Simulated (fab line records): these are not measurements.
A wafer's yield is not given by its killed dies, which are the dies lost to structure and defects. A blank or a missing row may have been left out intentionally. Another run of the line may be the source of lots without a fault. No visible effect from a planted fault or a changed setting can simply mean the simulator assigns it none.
Which tool was responsible? / flow n5-finfet / Sampling: 12 lots, 36 wafers, 5 of 1938 route steps

## WHAT EACH GAUGE READ, for each wafer
N5_BEOL_M6_OVL_MEAS_12.
lot=L076; measured=day 8 21:47; on=overlay-02; M6_OVL (nm)=0.7 1.0 0.9
lot=L077; measured=day 9 08:38; on=overlay-02; M6_OVL (nm)=1.4 -0.9 0.3
lot=L078; measured=day 9 12:52; on=overlay-02; M6_OVL (nm)=1.5 1.1 1.2
lot=L081; measured=day 10 14:04; on=overlay-01; M6_OVL (nm)=0.2 -0.7 -0.7
lot=L083; measured=day 11 14:44; on=overlay-02; M6_OVL (nm)=1.0 1.0 0.7
lot=L086; measured=day 11 20:47; on=overlay-02; M6_OVL (nm)=-0.3 -0.4 -0.7
lot=L088; measured=day 12 06:59; on=overlay-01; M6_OVL (nm)=0.8 0.5 0.1
lot=L089; measured=day 12 20:44; on=overlay-01; M6_OVL (nm)=-0.5 0.0 -0.4
lot=L090; measured=day 13 03:44; on=overlay-01; M6_OVL (nm)=0.0 0.1 0.1
lot=L093; measured=day 13 19:05; on=overlay-01; M6_OVL (nm)=-1.3 -0.1 -0.6
lot=L095; measured=day 14 10:37; on=overlay-01; M6_OVL (nm)=-0.7 -1.0 0.0
lot=L097; measured=day 14 22:16; on=overlay-01; M6_OVL (nm)=-1.0 -1.6 -0.5

## EACH LOT AND THE TOOL THAT RAN IT (in order: tool; ch and the chambers of the sampled wafers; start)
lot=L076; N5_BEOL_M5_CURE_80=uv-cure-01 ch 0, day 8 14:04; N5_BEOL_M5_SPUTTER_88=pvd-sputter-03, day 8 18:13; N5_BEOL_M5_ANNEAL_89=pvd-sputter-03, day 8 18:17; N5_BEOL_M5_ANNEAL_51=rtp-anneal-01 ch 0, day 8 19:38
lot=L077; N5_BEOL_M5_CURE_80=uv-cure-01 ch 2, day 8 21:39; N5_BEOL_M5_SPUTTER_88=pvd-sputter-02, day 9 01:46; N5_BEOL_M5_ANNEAL_89=pvd-sputter-02, day 9 01:50; N5_BEOL_M5_ANNEAL_51=rtp-anneal-02 ch 0, day 9 03:06
lot=L078; N5_BEOL_M5_CURE_80=uv-cure-03 ch 1, day 9 03:04; N5_BEOL_M5_SPUTTER_88=pvd-sputter-03, day 9 08:20; N5_BEOL_M5_ANNEAL_89=pvd-sputter-03, day 9 08:26; N5_BEOL_M5_ANNEAL_51=rtp-anneal-02 ch 0, day 9 09:49
lot=L081; N5_BEOL_M5_CURE_80=uv-cure-02 ch 0, day 10 05:15; N5_BEOL_M5_SPUTTER_88=pvd-sputter-01, day 10 10:24; N5_BEOL_M5_ANNEAL_89=pvd-sputter-01, day 10 10:29; N5_BEOL_M5_ANNEAL_51=rtp-anneal-01 ch 0, day 10 11:44
lot=L083; N5_BEOL_M5_CURE_80=uv-cure-01 ch 0, day 11 02:22; N5_BEOL_M5_SPUTTER_88=pvd-sputter-03, day 11 06:43; N5_BEOL_M5_ANNEAL_89=pvd-sputter-03, day 11 06:48; N5_BEOL_M5_ANNEAL_51=rtp-anneal-02 ch 0, day 11 10:20
lot=L086; N5_BEOL_M5_CURE_80=uv-cure-01 ch 2, day 11 11:08; N5_BEOL_M5_SPUTTER_88=pvd-sputter-01, day 11 16:50; N5_BEOL_M5_ANNEAL_89=pvd-sputter-01, day 11 16:55; N5_BEOL_M5_ANNEAL_51=rtp-anneal-01 ch 0, day 11 18:10
lot=L088; N5_BEOL_M5_CURE_80=uv-cure-03 ch 0, day 11 20:59; N5_BEOL_M5_SPUTTER_88=pvd-sputter-01, day 12 02:02; N5_BEOL_M5_ANNEAL_89=pvd-sputter-01, day 12 02:07; N5_BEOL_M5_ANNEAL_51=rtp-anneal-01 ch 0, day 12 03:19
lot=L089; N5_BEOL_M5_CURE_80=uv-cure-02 ch 2, day 12 12:06; N5_BEOL_M5_SPUTTER_88=pvd-sputter-01, day 12 16:31; N5_BEOL_M5_ANNEAL_89=pvd-sputter-01, day 12 16:36; N5_BEOL_M5_ANNEAL_51=rtp-anneal-01 ch 0, day 12 17:55
lot=L090; N5_BEOL_M5_CURE_80=uv-cure-03 ch 0, day 12 17:57; N5_BEOL_M5_SPUTTER_88=pvd-sputter-02, day 12 22:19; N5_BEOL_M5_ANNEAL_89=pvd-sputter-02, day 12 22:24; N5_BEOL_M5_ANNEAL_51=rtp-anneal-01 ch 0, day 12 23:39
lot=L093; N5_BEOL_M5_CURE_80=uv-cure-03 ch 0, day 13 09:53; N5_BEOL_M5_SPUTTER_88=pvd-sputter-02, day 13 14:11; N5_BEOL_M5_ANNEAL_89=pvd-sputter-02, day 13 14:16; N5_BEOL_M5_ANNEAL_51=rtp-anneal-01 ch 0, day 13 15:29
lot=L095; N5_BEOL_M5_CURE_80=uv-cure-03 ch 0, day 14 00:37; N5_BEOL_M5_SPUTTER_88=pvd-sputter-01, day 14 06:16; N5_BEOL_M5_ANNEAL_89=pvd-sputter-01, day 14 06:20; N5_BEOL_M5_ANNEAL_51=rtp-anneal-01 ch 0, day 14 07:37
lot=L097; N5_BEOL_M5_CURE_80=uv-cure-01 ch 2, day 14 10:19; N5_BEOL_M5_SPUTTER_88=pvd-sputter-03, day 14 16:22; N5_BEOL_M5_ANNEAL_89=pvd-sputter-03, day 14 16:26; N5_BEOL_M5_ANNEAL_51=rtp-anneal-02 ch 0, day 14 17:41
- N5_BEOL_M5_CURE_80: cures SiCOH lowk, time 120 s.
- N5_BEOL_M5_SPUTTER_88: material Cu, target thk 15 nm, time 27.62 s.
- N5_BEOL_M5_ANNEAL_89: time 1800 s.
- N5_BEOL_M5_ANNEAL_51: time 90 s.

## THE ANSWER, worked out from the rows above alone
Rule: the lots themselves supply what counts as usual. The widest of any qualifying gaps counts: lots, ordered by their means at a reading, are off when they make up no more than a third of the lots, leave a main group of 4 or more, and stand apart from it by 3 or more times the standard deviation of that group's means. Not used: any main group whose means are identical at the precision the tables above print for the reading. Also off: a lot with no number at a reading for which 4 or more lots have one. Where the step has rows for the other lots, those lots are counted as sound.
Nothing can be told from this: no lot is off at any reading shown.

## WHAT THE SIMULATOR HAD PUT IN
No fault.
